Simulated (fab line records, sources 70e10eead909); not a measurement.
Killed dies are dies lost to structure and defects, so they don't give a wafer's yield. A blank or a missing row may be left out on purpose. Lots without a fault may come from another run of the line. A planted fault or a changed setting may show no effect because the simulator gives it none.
fab line records | flow nand_harc
record lots=6 wafers=18 last_day=23
route steps=1159 shown A_STAIRCASE@730
lots that met no fault: from a run of the same line without faults
start_h: hours from the record's first day to the start of the lot's first wafer shown | wait_h: hours since the lot's step before | " the same as in the row above | L1.1+2: a row that stands for several wafers | - no value, or no start given | * or withheld: withheld | < > ~ a bound
route shown NAME@n: a module of which the file shows steps, and the number in the route of the first | usual: mean/standard deviation of fault-free wafers | same: alike in all rows | chamber/n: place in a boat | sites: the reading at each site | _std_site: their standard deviation | _edge_site: outer sites' mean less inner sites' | radius_mm: how far each site lies from the wafer's centre | mask NAME#n: copy n | behind: the tool/chamber that last shaped the wafer | hold: why the lot was held/for how many hours/how that ended | device: the transistor (n, p or np) that didn't switch | end of line: the same wafers' tests at the end of the route | a step without rows: its recipe alone | killed: dies lost to structure and defects at the first sort, not the wafer's yield | map: a wafer's dies, x killed, . not, _ none there
set.NAME: the setting as run; set.NAME@STEP: as run at that earlier step | model.NAME: the simulator's own value behind a step, which no gauge read
lots at some steps of the route; a table a step, a row a wafer
services: from which hour (start_h, from the record's first day; less than 0 if before it) a tool's chamber was out of use, for how many hours, and why
## steps
# step NHARC_A_STAIRCASE_STRIP_447
# recipe time_s=900 temp_c=130 chemistry=SPM
# step NHARC_A_STAIRCASE_PRECLEAN_448
# recipe time_s=* temp_c=50 bath_age_min=0 chemistry=SC1
# step NHARC_A_STAIRCASE_SRD_449
# step NHARC_A_STAIRCASE_CMP_450
# recipe target_thk_nm=200 material=SiO2
# usual motor_current_A=11.5/1 slurry_filter_dp_kPa=13.52/0.15
# columns lot.wafer tool chamber start_h wait_h motor_current_A slurry_filter_dp_kPa
L394.3 cmp-02 0 339.75 - 11.5 13.39
L394.4 " 2 " " 10.0 13.56
L394.6 " 0 " " 12.3 13.43
L396.3 cmp-02 2 353.29 - 10.2 13.34
L396.1 " 1 " " 12.6 13.64
L396.6 " 2 " " 10.2 13.73
L403.3 cmp-03 0 387.00 - 12.8 13.52
L403.6 " 3 " " 12.0 13.47
L403.5 " 0 " " 12.6 13.67
L406.1 cmp-02 2 397.93 - 9.9 13.46
L406.3 " 0 " " 12.6 13.59
L406.6 " 2 " " 9.9 13.17
L412.3 cmp-03 1 436.46 - 11.3 13.40
L412.1 " 3 " " 11.8 13.43
L412.6 " 1 " " 12.2 13.55
L411.2 cmp-04 1 436.64 - 10.6 13.36
L411.1 " 2 " " 10.9 13.31
L411.5 " 0 " " 12.2 13.56
# step NHARC_A_STAIRCASE_CMP_152
# step NHARC_A_STAIRCASE_SRD_154
# step NHARC_A_STAIRCASE_ETCH_403
# recipe target_depth_a=1082 chemistry=dHF material=SiO2
# step NHARC_A_STAIRCASE_ETCHBACK_422
# recipe target_depth_a=400 over_etch_frac=0.3 time_s=74.286 ion_energy_ev=120 ch3f_flow_sccm=50 o2_flow_sccm=30 ar_flow_sccm=200 rf_w=500 bias_w=100 chemistry=CH3F/O2
# usual drypump_motor_current_A=5.7/0.35 oes_product_au=0.98/0.036 rf_vpp_V=244.5/1.5 showerhead_plenum_p_Torr=2.47/0.09 throttle_valve_pct=20.663/0.0092
# columns lot.wafer tool chamber start_h wait_h drypump_motor_current_A oes_product_au rf_hours_counter_h rf_vpp_V showerhead_plenum_p_Torr throttle_valve_pct
L394.3 rie_diel-13 1 340.28 0.1 5.5 1.01 21 244.8 2.49 20.664
L394.4 " 3 " " 5.5 1.00 22 243.1 2.39 20.650
L394.6 " 1 " " 5.5 1.01 - 244.2 2.49 20.668
L396.3 rie_diel-13 2 355.95 0.2 5.2 0.95 29 244.6 2.48 20.661
L396.1 " 0 " " 6.6 0.94 27 247.3 2.63 20.669
L396.6 " 2 " " 5.2 0.94 - 244.1 2.48 20.663
L403.3 rie_diel-11 2 387.57 0.2 5.6 0.99 3 242.4 2.36 20.659
L403.6 " 3 " " 5.8 1.00 - 244.1 2.54 20.658
L403.5 " 0 " " 5.5 1.01 - 245.6 2.57 20.665
L406.3 rie_diel-11 1 398.47 0.1 5.8 0.98 8 244.3 2.39 20.664
L406.1 " 2 " " 5.6 1.01 8 244.4 2.36 20.652
L406.6 " 2 " " 5.6 1.01 - 242.5 2.36 20.668
L412.1 rie_diel-13 0 437.00 0.1 6.7 0.96 60 245.2 2.61 20.680
L412.3 " 2 " " 5.2 0.95 58 243.3 2.47 20.667
L412.6 " 0 " " 6.7 0.95 - 246.4 2.61 20.654
L411.2 rie_diel-01 1 437.16 0.1 5.9 1.01 40 242.6 2.30 20.671
L411.1 " 3 " " 6.1 0.99 41 245.1 2.48 20.662
L411.5 " 1 " " 5.8 1.02 - 241.7 2.30 20.656
# step NHARC_A_STAIRCASE_ETCH_423
# recipe target_depth_a=300 chemistry=dHF material=SiO2
# step NHARC_A_STAIRCASE_ETCHBACK_157
# recipe target_depth_a=900 over_etch_frac=0.3 time_s=167.14 ion_energy_ev=120 ch3f_flow_sccm=50 o2_flow_sccm=30 ar_flow_sccm=200 rf_w=500 bias_w=100 chemistry=CH3F/O2
# usual drypump_motor_current_A=5.7/0.38 oes_product_au=0.97/0.037 rf_vpp_V=244.7/1.5 showerhead_plenum_p_Torr=2.48/0.09 throttle_valve_pct=20.663/0.0098
# columns lot.wafer tool chamber start_h wait_h drypump_motor_current_A oes_product_au rf_hours_counter_h rf_vpp_V showerhead_plenum_p_Torr throttle_valve_pct
L394.3 rie_diel-13 1 340.66 0.2 5.5 1.01 21 244.5 2.49 20.670
L394.4 " 2 " " 5.2 1.01 22 244.1 2.48 20.675
L394.6 " 1 " " 5.5 1.02 - 245.5 2.49 20.656
L396.1 rie_diel-13 1 356.30 0.1 5.5 0.99 28 246.8 2.49 20.672
L396.3 " 2 " " 5.2 0.99 29 244.5 2.48 20.664
L396.6 " 2 " " 5.2 0.99 - 242.1 2.48 20.674
L403.3 rie_diel-13 1 387.89 0.2 5.5 0.91 40 245.0 2.48 20.668
L403.5 " 1 " " 5.5 0.92 - 245.3 2.48 20.676
L403.6 " 2 " " 5.2 0.95 - 243.3 2.47 20.666
L406.3 rie_diel-11 1 398.87 0.2 5.8 0.98 8 244.0 2.39 20.652
L406.1 " 2 " " 5.6 1.00 8 243.9 2.36 20.657
L406.6 " 0 " " 5.5 1.00 - 246.1 2.57 20.661
L412.1 rie_diel-13 3 437.37 0.1 5.4 0.93 60 243.8 2.38 20.668
L412.3 " 0 " " 6.7 0.97 61 246.0 2.61 20.658
L412.6 " 0 " " 6.6 0.97 - 245.6 2.61 20.648
L411.1 rie_diel-11 2 437.56 0.2 5.6 0.91 19 243.6 2.36 20.675
L411.2 " 3 " " 5.8 0.92 23 245.1 2.53 20.689
L411.5 " 1 " " 5.8 0.91 - 243.2 2.38 20.655
# step NHARC_A_STAIRCASE_STRIP_475
# recipe time_s=20 o2_flow_sccm=500 ar_flow_sccm=0 bias_w=0 chemistry=O2
# usual drypump_motor_current_A=5.7/0.41 oes_product_au=1.002/0.014 rf_vpp_V=57.9/0.82 showerhead_plenum_p_Torr=3.55/0.13 throttle_valve_pct=17.037/0.0092
# columns lot.wafer tool chamber start_h wait_h drypump_motor_current_A oes_product_au rf_hours_counter_h rf_vpp_V showerhead_plenum_p_Torr throttle_valve_pct
L394.3 rie_diel-13 3 - - 5.5 0.995 22 57.5 3.43 17.035
L394.4 " 0 " " 6.7 1.018 21 58.2 3.76 17.035
L394.6 " 1 " " 5.5 1.002 - 58.6 3.57 17.040
L396.3 rie_diel-13 0 - - 6.7 1.022 27 57.8 3.76 17.032
L396.1 " 2 " " 5.2 1.010 29 58.9 3.56 17.039
L396.6 " 1 " " 5.5 1.013 - 57.1 3.57 17.042
L403.3 rie_diel-13 0 - - 6.7 1.026 40 58.0 3.75 17.027
L403.5 " 1 " " 5.5 0.988 - 58.7 3.56 17.036
L403.6 " 2 " " 5.2 1.020 - 59.1 3.55 17.047
L406.1 rie_diel-11 1 - - 5.8 0.978 8 57.9 3.43 17.056
L406.3 " 3 " " 5.8 0.993 9 58.4 3.64 17.051
L406.6 " 1 " " 5.8 0.975 - 58.2 3.43 17.025
L412.1 rie_diel-13 3 - - 5.5 0.997 60 57.8 3.41 17.046
L412.3 " 2 " " 5.2 1.018 58 56.3 3.54 17.035
L412.6 " 3 " " 5.5 0.992 - 56.8 3.41 17.050
L411.1 rie_diel-11 2 - - 5.6 0.995 19 58.1 3.39 17.027
L411.2 " 1 " " 5.8 0.970 20 58.0 3.42 17.034
L411.5 " 3 " " 5.8 0.986 - 59.0 3.63 17.042
# step NHARC_A_STAIRCASE_DEP_471
# recipe target_thk_a=1000 temp_c=400 pressure_torr=6.5 rf_w=900 teos_flow_sccm=161.4 flow_sccm=2650 target_thk_nm=100 gas=O2 material=SiO2
# usual chamber_pressure_Torr=6.501/0.015 flow_sccm=2649/7.9 heater_power_w=590/99 mfc_precursor_sccm=161.4/0.45 throttle_valve_pct=15.9/0.66
# columns lot.wafer tool chamber start_h wait_h chamber_pressure_Torr flow_sccm heater_power_w mfc_precursor_sccm throttle_valve_pct
L394.3 pecvd-01 0 341.17 - 6.514 2647 487 161.0 16.4
L394.6 " 1 " " 6.534 2647 472 162.1 15.9
L394.4 " 0 " " 6.494 2652 493 160.7 16.6
L396.1 pecvd-01 2 356.59 - 6.522 2654 775 160.2 16.7
L396.3 " 1 " " 6.509 2657 472 161.2 15.9
L396.6 " 2 " " 6.518 2642 767 161.1 16.9
L403.3 pecvd-01 2 388.21 - - - - - -
L403.5 " 1 " " - - - - -
L403.6 " 0 " " - - - - -
L406.1 pecvd-01 1 399.15 - - - - - -
L406.3 " 2 " " - - - - -
L406.6 " 1 " " - - - - -
L412.3 pecvd-01 2 437.65 - 6.483 2662 713 160.9 15.6
L412.1 " 1 " " 6.504 2649 416 161.4 15.7
L412.6 " 2 " " 6.534 2644 728 161.6 16.0
L411.1 pecvd-04 0 437.82 - 6.502 2651 565 161.0 16.1
L411.2 " 2 " " 6.456 2640 585 160.6 15.8
L411.5 " 1 " " 6.531 2647 662 160.8 15.0
# step NHARC_A_STAIRCASE_CMP_472
# recipe material=SiO2
# usual motor_current_A=11.9/0.98 slurry_filter_dp_kPa=13.48/0.13
# columns lot.wafer tool chamber start_h wait_h motor_current_A slurry_filter_dp_kPa
L394.3 cmp-02 1 341.39 0.2 13.5 13.67
L394.4 " 2 " " 10.3 13.36
L394.6 " 1 " " 13.0 13.56
L396.3 cmp-03 2 356.89 0.2 11.9 13.62
L396.1 " 3 " " 12.2 13.53
L396.6 " 1 " " 12.3 13.52
L403.3 cmp-03 3 388.53 0.3 12.5 13.51
L403.6 " 0 " " 13.6 13.63
L403.5 " 1 " " 11.4 13.46
L406.1 cmp-02 0 399.39 0.2 12.0 13.49
L406.3 " 1 " " 12.7 13.40
L406.6 " 0 " " 12.3 13.60
L412.1 cmp-02 1 437.97 0.2 12.8 13.35
L412.3 " 2 " " 10.5 13.58
L412.6 " 3 " " 12.4 13.40
L411.2 cmp-03 1 438.12 0.2 12.0 13.45
L411.1 " 3 " " 12.3 13.53
L411.5 " 1 " " 11.7 13.44
## services
# columns tool chamber start_h hours kind
cmp-02 - 324.59 4.0 pm
cmp-03 - 326.27 0.4 repair
rie_diel-13 0 334.27 - clean
rie_diel-13 1 334.27 - clean
rie_diel-13 2 334.27 - clean
rie_diel-13 3 334.27 - clean
cmp-02 - 337.76 0.3 repair
pecvd-04 2 337.80 19.8 repair
cmp-04 - 338.99 5.2 repair
cmp-03 - 352.00 4.0 pm
rie_diel-13 0 358.82 - clean
rie_diel-13 1 358.82 - clean
rie_diel-13 2 358.82 - clean
rie_diel-13 3 358.82 - clean
rie_diel-01 2 362.64 2.9 repair
rie_diel-11 - 366.50 9.0 pm
pecvd-04 - 376.56 13.0 pm
cmp-03 - 387.93 0.4 repair
cmp-04 - 399.07 4.0 pm
cmp-02 - 405.59 0.5 repair
rie_diel-13 - 407.12 0.5 repair
pecvd-01 - 418.07 13.0 pm
cmp-02 - 422.62 4.0 pm
rie_diel-01 2 423.97 50.2 repair
## key
first_sign step=NHARC_A_STAIRCASE_DEP_471 reading=tool_record direction=missing
effect none on later readings
met_at NHARC_A_STAIRCASE_DEP_471
struck_wafers L403.3,L403.5,L403.6,L406.1,L406.3,L406.6
later_rows_left_out L403.3,L403.5,L403.6,L406.1,L406.3,L406.6
sort_left_out L403.3,L403.5,L403.6,L406.1,L406.3,L406.6
tester_left_out L403,L406
onset_between 356.59 388.21
fault kind=skipped_step_whole tool=pecvd-01 chamber=- onset_h=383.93 steps=NHARC_A_STAIRCASE_DEP_471 scope=struck_lots_only
# tester_left_out: of these lots the tester's yield and bins aren't shown, on N5 and GAA mostly nor the transistor test; their killed dies are dies lost to structure and defects alone, not to doping, threshold or leakage, so they don't give the yield
# sort_left_out: the simulated sort isn't trusted on such a fault, so these wafers' sort isn't shown, and their yield isn't known
# later_rows_left_out: the simulator's readings of these wafers behind a module that went badly wrong aren't trusted and aren't shown, but for the sort
